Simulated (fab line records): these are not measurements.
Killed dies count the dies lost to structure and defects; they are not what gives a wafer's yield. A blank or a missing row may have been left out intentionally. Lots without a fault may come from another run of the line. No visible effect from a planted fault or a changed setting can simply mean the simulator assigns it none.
The tool behind it: which one? :: flow n5Finfet :: 27 wafers from 9 lots sampled at 7 of the route's 1938 steps

## WHAT EACH GAUGE READ, for each wafer
N5_BEOL_M2_THK_MEAS_53: measures by xrf.
lot: L175
measured: day 6 21:31
on: filmMetro-02
M2_THK (nm): 41.0 44.2 39.4

lot: L181
measured: day 8 13:14
on: filmMetro-01
M2_THK (nm): 39.3 39.8 39.4

lot: L182
measured: day 8 18:07
on: filmMetro-02
M2_THK (nm): 144.1 39.2 143.2

lot: L183
measured: day 8 19:32
on: filmMetro-01
M2_THK (nm): 41.8 37.4 40.7

lot: L187
measured: day 9 20:18
on: filmMetro-02
M2_THK (nm): 40.4 40.8 144.7

lot: L188
measured: day 10 03:07
on: filmMetro-01
M2_THK (nm): 38.4 43.0 41.1

lot: L195
measured: day 12 07:25
on: filmMetro-01
M2_THK (nm): 38.3 42.9 38.6

lot: L197
measured: day 13 05:31
on: filmMetro-01
M2_THK (nm): 45.3 37.9 42.0

lot: L198
measured: day 13 07:24
on: filmMetro-02
M2_THK (nm): 41.8 39.2 43.4

N5_BEOL_M2_INSPECT_59: inspects for defects (darkfield).
lot: L175
measured: day 6 21:50
on: defectInspect-01
rawDefectCount: 52 55 44

lot: L181
measured: day 8 13:31
on: defectInspect-01
rawDefectCount: 80 70 60

lot: L182
measured: day 8 18:25
on: defectInspect-02
rawDefectCount: 5808 78 5783

lot: L183
measured: day 8 19:49
on: defectInspect-01
rawDefectCount: 48 77 54

lot: L187
measured: day 9 20:37
on: defectInspect-01
rawDefectCount: 52 52 5868

lot: L188
measured: day 10 03:26
on: defectInspect-01
rawDefectCount: 41 32 85

lot: L195
measured: day 12 07:41
on: defectInspect-02
rawDefectCount: 56 74 53

lot: L197
measured: day 13 05:47
on: defectInspect-02
rawDefectCount: 142 54 86

lot: L198
measured: day 13 07:41
on: defectInspect-02
rawDefectCount: 53 60 73

N5_BEOL_M4_RC_MEAS_101.
lot: L175
measured: day 7 17:22
on: prober-01
DIBL_N (mV/V): 32.1 33.0 31.8
DIBL_P (mV/V): 33.7 33.8 33.3
IOFF_N (nA/um): 0.12 0.14 0.12
IOFF_P (nA/um): 0.18 0.18 0.17
ION_N (uA/um): 657 671 663
ION_P (uA/um): 456 459 459
SS_N (mV/dec): 70.5 71.7 70.7
SS_P (mV/dec): 72.6 72.8 72.1
VT_N (mV): 254 254 252
VT_P (mV): -254 -254 -250

lot: L181
measured: day 9 07:55
on: prober-01
DIBL_N (mV/V): 34.7 39.3 35.2
DIBL_P (mV/V): 36.8 41.9 37.8
IOFF_N (nA/um): 0.13 0.24 0.14
IOFF_P (nA/um): 0.22 0.32 0.23
ION_N (uA/um): 668 697 660
ION_P (uA/um): 469 476 461
SS_N (mV/dec): 71.1 72.0 70.2
SS_P (mV/dec): 74.0 74.6 74.2
VT_N (mV): 250 244 253
VT_P (mV): -248 -243 -248

lot: L182
measured: day 9 20:50
on: prober-02
DIBL_N (mV/V): 31.6
DIBL_P (mV/V): 34.5
IOFF_N (nA/um): 0.12
IOFF_P (nA/um): 0.16
ION_N (uA/um): 651
ION_P (uA/um): 453
SS_N (mV/dec): 70.9
SS_P (mV/dec): 72.6
VT_N (mV): 252
VT_P (mV): -254

lot: L183
measured: day 10 00:22
on: prober-01
DIBL_N (mV/V): 38.4 35.0 36.9
DIBL_P (mV/V): 38.0 35.9 38.2
IOFF_N (nA/um): 0.19 0.13 0.16
IOFF_P (nA/um): 0.23 0.19 0.23
ION_N (uA/um): 673 665 664
ION_P (uA/um): 462 456 460
SS_N (mV/dec): 72.0 71.3 72.0
SS_P (mV/dec): 74.1 73.1 74.3
VT_N (mV): 252 254 252
VT_P (mV): -251 -253 -250

lot: L187
measured: day 10 21:15
on: prober-02
DIBL_N (mV/V): 34.1 34.7
DIBL_P (mV/V): 31.5 31.4
IOFF_N (nA/um): 0.12 0.11
IOFF_P (nA/um): 0.19 0.18
ION_N (uA/um): 685 651
ION_P (uA/um): 473 455
SS_N (mV/dec): 70.1 71.0
SS_P (mV/dec): 72.6 72.2
VT_N (mV): 253 256
VT_P (mV): -250 -248

lot: L188
measured: day 10 23:24
on: prober-01
DIBL_N (mV/V): 38.9 33.3 36.2
DIBL_P (mV/V): 38.3 32.8 35.1
IOFF_N (nA/um): 0.19 0.10 0.14
IOFF_P (nA/um): 0.23 0.16 0.18
ION_N (uA/um): 687 648 654
ION_P (uA/um): 462 446 446
SS_N (mV/dec): 72.6 70.9 72.4
SS_P (mV/dec): 74.1 72.7 73.5
VT_N (mV): 248 258 253
VT_P (mV): -250 -253 -251

lot: L195
measured: day 13 08:08
on: prober-01
DIBL_N (mV/V): 37.2 33.4 34.2
DIBL_P (mV/V): 38.7 33.9 34.3
IOFF_N (nA/um): 0.19 0.13 0.15
IOFF_P (nA/um): 0.26 0.19 0.20
ION_N (uA/um): 677 662 682
ION_P (uA/um): 464 463 472
SS_N (mV/dec): 71.9 70.9 71.5
SS_P (mV/dec): 73.6 72.9 72.6
VT_N (mV): 248 253 246
VT_P (mV): -248 -250 -249

lot: L197
measured: day 14 07:53
on: prober-01
DIBL_N (mV/V): 36.6 35.8 35.0
DIBL_P (mV/V): 39.2 38.0 36.9
IOFF_N (nA/um): 0.19 0.16 0.14
IOFF_P (nA/um): 0.24 0.21 0.20
ION_N (uA/um): 694 684 669
ION_P (uA/um): 479 469 461
SS_N (mV/dec): 70.8 71.7 71.0
SS_P (mV/dec): 73.8 73.5 73.1
VT_N (mV): 242 248 252
VT_P (mV): -249 -251 -250

lot: L198
measured: day 14 13:20
on: prober-01
DIBL_N (mV/V): 35.6 37.2 35.3
DIBL_P (mV/V): 36.6 38.3 36.1
IOFF_N (nA/um): 0.14 0.17 0.13
IOFF_P (nA/um): 0.17 0.19 0.16
ION_N (uA/um): 672 683 650
ION_P (uA/um): 454 463 445
SS_N (mV/dec): 71.1 71.8 70.9
SS_P (mV/dec): 72.9 73.6 73.2
VT_N (mV): 252 251 254
VT_P (mV): -256 -254 -258

## TOOL THAT RAN EACH LOT (tool first, then ch and the chambers of the sampled wafers, then the start)
lot: L175
N5_BEOL_M2_ANNEAL_91: pvdSputter-01, day 6 20:08
N5_BEOL_M2_SPUTTER_92: pvdSputter-01, day 6 20:17
N5_BEOL_M2_SPUTTER_96: pvdSputter-01, day 6 20:43
N5_BEOL_M2_CMP_52: cmp-01 ch 0,3, day 6 21:15

lot: L181
N5_BEOL_M2_ANNEAL_91: pvdSputter-03, day 8 11:49
N5_BEOL_M2_SPUTTER_92: pvdSputter-03, day 8 11:57
N5_BEOL_M2_SPUTTER_96: pvdSputter-03, day 8 12:23
N5_BEOL_M2_CMP_52: cmp-01 ch 0,1,2, day 8 12:59

lot: L182
N5_BEOL_M2_ANNEAL_91: pvdSputter-01, day 8 16:44
N5_BEOL_M2_SPUTTER_92: pvdSputter-01, day 8 16:53
N5_BEOL_M2_SPUTTER_96: pvdSputter-01, day 8 17:19
N5_BEOL_M2_CMP_52: cmp-01 ch 0,1,3, day 8 17:50

lot: L183
N5_BEOL_M2_ANNEAL_91: pvdSputter-02, day 8 17:54
N5_BEOL_M2_SPUTTER_92: pvdSputter-02, day 8 18:02
N5_BEOL_M2_SPUTTER_96: pvdSputter-02, day 8 18:29
N5_BEOL_M2_CMP_52: cmp-03 ch 0,2,3, day 8 19:14

lot: L187
N5_BEOL_M2_ANNEAL_91: pvdSputter-02, day 9 18:56
N5_BEOL_M2_SPUTTER_92: pvdSputter-02, day 9 19:04
N5_BEOL_M2_SPUTTER_96: pvdSputter-02, day 9 19:31
N5_BEOL_M2_CMP_52: cmp-01 ch 0,2, day 9 20:02

lot: L188
N5_BEOL_M2_ANNEAL_91: pvdSputter-01, day 10 01:45
N5_BEOL_M2_SPUTTER_92: pvdSputter-01, day 10 01:53
N5_BEOL_M2_SPUTTER_96: pvdSputter-01, day 10 02:20
N5_BEOL_M2_CMP_52: cmp-03 ch 0,2,3, day 10 02:52

lot: L195
N5_BEOL_M2_ANNEAL_91: pvdSputter-01, day 12 06:02
N5_BEOL_M2_SPUTTER_92: pvdSputter-01, day 12 06:11
N5_BEOL_M2_SPUTTER_96: pvdSputter-01, day 12 06:37
N5_BEOL_M2_CMP_52: cmp-03 ch 1,2,3, day 12 07:11

lot: L197
N5_BEOL_M2_ANNEAL_91: pvdSputter-01, day 13 03:49
N5_BEOL_M2_SPUTTER_92: pvdSputter-01, day 13 03:57
N5_BEOL_M2_SPUTTER_96: pvdSputter-01, day 13 04:23
N5_BEOL_M2_CMP_52: cmp-04 ch 0,2,3, day 13 05:15

lot: L198
N5_BEOL_M2_ANNEAL_91: pvdSputter-02, day 13 06:02
N5_BEOL_M2_SPUTTER_92: pvdSputter-02, day 13 06:10
N5_BEOL_M2_SPUTTER_96: pvdSputter-02, day 13 06:37
N5_BEOL_M2_CMP_52: cmp-01 ch 0,1,3, day 13 07:13
- N5_BEOL_M2_ANNEAL_91: time 240 s.
- N5_BEOL_M2_SPUTTER_92: material Cu, target thk 4.5 nm, time 8.29 s.
- N5_BEOL_M2_SPUTTER_96: material Cu, target thk 4.5 nm, time 8.29 s.
- N5_BEOL_M2_CMP_52: polishes, stops on SiOC, t overpolish 6.8 s, target thk 40 nm.

## AS READ BY THE TOOLS THEMSELVES (means over the sampled wafers that have a number; for cases with no such wafer, the mark the record gives instead)
N5_BEOL_M2_ANNEAL_91.
lot: L175
tool: pvdSputter-01
heaterPowerW (W): 740

lot: L181
tool: pvdSputter-03
heaterPowerW (W): 767

lot: L182
tool: pvdSputter-01
heaterPowerW (W): 815

lot: L183
tool: pvdSputter-02
heaterPowerW (W): 928

lot: L187
tool: pvdSputter-02
heaterPowerW (W): 839

lot: L188
tool: pvdSputter-01
heaterPowerW (W): 756

lot: L195
tool: pvdSputter-01
heaterPowerW (W): 813

lot: L197
tool: pvdSputter-01
heaterPowerW (W): 738

lot: L198
tool: pvdSputter-02
heaterPowerW (W): 887

N5_BEOL_M2_SPUTTER_92.
lot: L175
tool: pvdSputter-01
throttleValvePct (%): 29.3

lot: L181
tool: pvdSputter-03
throttleValvePct (%): 30.2

lot: L182
tool: pvdSputter-01
throttleValvePct (%): 30.1

lot: L183
tool: pvdSputter-02
throttleValvePct (%): 28.9

lot: L187
tool: pvdSputter-02
throttleValvePct (%): 29.8

lot: L188
tool: pvdSputter-01
throttleValvePct (%): 30.0

lot: L195
tool: pvdSputter-01
throttleValvePct (%): 29.8

lot: L197
tool: pvdSputter-01
throttleValvePct (%): 29.2

lot: L198
tool: pvdSputter-02
throttleValvePct (%): 30.0

N5_BEOL_M2_SPUTTER_96.
lot: L175
tool: pvdSputter-01
throttleValvePct (%): 29.2

lot: L181
tool: pvdSputter-03
throttleValvePct (%): 30.2

lot: L182
tool: pvdSputter-01
throttleValvePct (%): 30.0

lot: L183
tool: pvdSputter-02
throttleValvePct (%): 28.9

lot: L187
tool: pvdSputter-02
throttleValvePct (%): 29.6

lot: L188
tool: pvdSputter-01
throttleValvePct (%): 29.9

lot: L195
tool: pvdSputter-01
throttleValvePct (%): 29.8

lot: L197
tool: pvdSputter-01
throttleValvePct (%): 29.2

lot: L198
tool: pvdSputter-02
throttleValvePct (%): 29.9

N5_BEOL_M2_CMP_52.
lot: L175
tool: cmp-01
barrierFieldEndpointS (s): 25.5
motorCurrentA (A): 5.5
overpolishRunS (s): 6.807
timeToEndpointS (s): 64

lot: L181
tool: cmp-01
barrierFieldEndpointS (s): 25.1
motorCurrentA (A): 5.5
overpolishRunS (s): 6.795
timeToEndpointS (s): 63

lot: L182
tool: cmp-01
barrierFieldEndpointS (s): 35.2
motorCurrentA (A): 5.4
overpolishRunS (s): 2.294
timeToEndpointS (s): 75

lot: L183
tool: cmp-03
barrierFieldEndpointS (s): 24.4
motorCurrentA (A): 6.4
overpolishRunS (s): 6.805
timeToEndpointS (s): 60

lot: L187
tool: cmp-01
barrierFieldEndpointS (s): 30.2
motorCurrentA (A): 5.6
overpolishRunS (s): 4.549
timeToEndpointS (s): 73

lot: L188
tool: cmp-03
barrierFieldEndpointS (s): 24.2
motorCurrentA (A): 6.3
overpolishRunS (s): 6.794
timeToEndpointS (s): 61

lot: L195
tool: cmp-03
barrierFieldEndpointS (s): 25.0
motorCurrentA (A): 6.1
overpolishRunS (s): 6.804
timeToEndpointS (s): 63

lot: L197
tool: cmp-04
barrierFieldEndpointS (s): 24.4
motorCurrentA (A): 6.2
overpolishRunS (s): 6.814
timeToEndpointS (s): 64

lot: L198
tool: cmp-01
barrierFieldEndpointS (s): 25.0
motorCurrentA (A): 5.3
overpolishRunS (s): 6.799
timeToEndpointS (s): 66

## THE ANSWER, worked out from the rows above alone
Rule: the usual values come from the lots themselves. The widest of any qualifying gaps counts: lots, ordered by their means at a reading, are off when they make up no more than a third of the lots, leave a main group of 4 or more, and stand apart from it by 3 or more times the standard deviation of that group's means. A main group is skipped when, at the precision printed for the reading in the tables above, its means are all equal. A lot without any number at a reading at which 4 lots or more have one is off too. All remaining lots with rows at the step are treated as sound. The gauges are gone through in route order, then the tools' own readings, and for those a lot's mean is taken as printed above. At the first step where some lot is off, the reading lying furthest off is the one used; lots without a number count as furthest.
Off: L182, L187, at N5_BEOL_M2_THK_MEAS_53 (M2_THK). The main group has a mean of 40.7 nm with a standard deviation of 0.84.
A tool fits if, at a process step before that reading, it ran every lot that is off, and no sound lot after the first of them. The gauges at N5_BEOL_M2_THK_MEAS_53 aren't tried: what is off there is off at N5_BEOL_M2_INSPECT_59 too, on other tools, and a gauge's error can't cause that. Of those tried, none fits.

## WHAT WAS PUT IN BY THE SIMULATOR
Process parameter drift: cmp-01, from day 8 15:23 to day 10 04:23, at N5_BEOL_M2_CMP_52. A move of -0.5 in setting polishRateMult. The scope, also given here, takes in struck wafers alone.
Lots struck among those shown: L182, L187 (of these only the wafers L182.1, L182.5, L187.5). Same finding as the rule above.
